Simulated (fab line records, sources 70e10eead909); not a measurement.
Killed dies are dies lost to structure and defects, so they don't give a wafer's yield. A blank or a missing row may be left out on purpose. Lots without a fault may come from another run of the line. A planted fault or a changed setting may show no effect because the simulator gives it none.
Problem report in the 8D (eight disciplines) form, filled by code | flow nand_harc | the parts of the form that need people (team, actions taken, sign-off) are left out

1. THE PROBLEM
cd_nm at NHARC_P_M2_CD_MEAS_09 reads a mean of 205.8 nm on 6 wafers of 2 lots; wafers without a fault read 170.0 nm with a standard deviation of 0.6. That is +60 standard deviations from the usual mean.
The step: target cd 170 nm.
First seen on wafer L444.3, day 11 09:37, on cd_sem-01. The record holds 39 wafers of 13 lots with a number at this step. Rule for "out", or "out of limits": more than 4 standard deviations from the usual mean. The other wafers with a number count as sound.

2. WHAT IT IS AND WHAT IT IS NOT
question                    | is                     | is not
which readings at this step | cd_nm                  | -
which lots                  | L444, L445             | L422, L423, L424, L428, L429, L431, L432, L433, L435, L436, L438
which wafers of those lots  | all that have a number | -
read on which gauges        | cd_sem-01, cd_sem-03   | cd_sem-02
when                        | from day 11 09:37      | up to then (33 sound wafers)

3. SUSPECTS, AND WHAT RULES EACH OUT
Counting: a tool at a process step up to the reading stays a suspect if it ran every lot that is out and no sound lot after the first of them.
- the gauge at NHARC_P_M2_CD_MEAS_09: ruled out. The wafers that are out were read on 2 gauges (cd_sem-01, cd_sem-03).
- litho_track-01 at NHARC_P_M2_PEB_07 (peb time 65 s): kept. It ran every lot that is out, first L444 (day 11 09:32), and no sound lot after that; its last sound lot up to then is L431 (day 8 12:17). Its own readings are out on those wafers: heater_power_total_W, plate_temp_C.
Left after counting: litho_track-01 at NHARC_P_M2_PEB_07.

4. THE CAUSE (what the simulator had put in)
Process parameter drift: litho_track-01, from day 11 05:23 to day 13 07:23, at NHARC_P_M2_PEB_07. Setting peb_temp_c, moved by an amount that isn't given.
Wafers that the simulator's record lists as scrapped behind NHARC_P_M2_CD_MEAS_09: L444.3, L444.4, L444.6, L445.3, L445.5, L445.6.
Counting left only this tool.

5. THE CHAIN OF EFFECTS, in route order
Each row: a reading whose mean over the struck wafers that have a number lies more than 3 standard deviations from the usual. Only readings for which the record gives a usual standard deviation are gone through. hours: the time from each lot's start at the first step in this table that gives one to its start at this step, as a median over the lots. sigmas: the change in usual standard deviations.
hours | step                  | reading              | usual    | on struck wafers | change | sigmas
0     | NHARC_P_M2_PEB_07     | heater_power_total_W | 156.6 W  | 187.3            | +30.8  | +73
0     | NHARC_P_M2_PEB_07     | plate_temp_C         | 100.00 C | 114.11           | +14.11 | +99 or more
0     | NHARC_P_M2_CD_MEAS_09 | cd_nm                | 170.0 nm | 205.8            | +35.8  | +60
The process steps in it:
- NHARC_P_M2_PEB_07: peb time 65 s.

6. WHAT WOULD HAVE CAUGHT IT SOONER
In this record the first reading out of limits at a measuring or inspecting step was taken at day 11 09:37, 4 hours after the fault began at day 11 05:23.
The tool's own readings at NHARC_P_M2_PEB_07 were out on every struck wafer that the step has a row for (heater_power_total_W, plate_temp_C): an alarm limit on them would have fired on the first of those.
Of the lots that are out (2), L445 began NHARC_P_M2_PEB_07 on litho_track-01 after day 11 09:37. A hold on the tool at that time would have spared it.
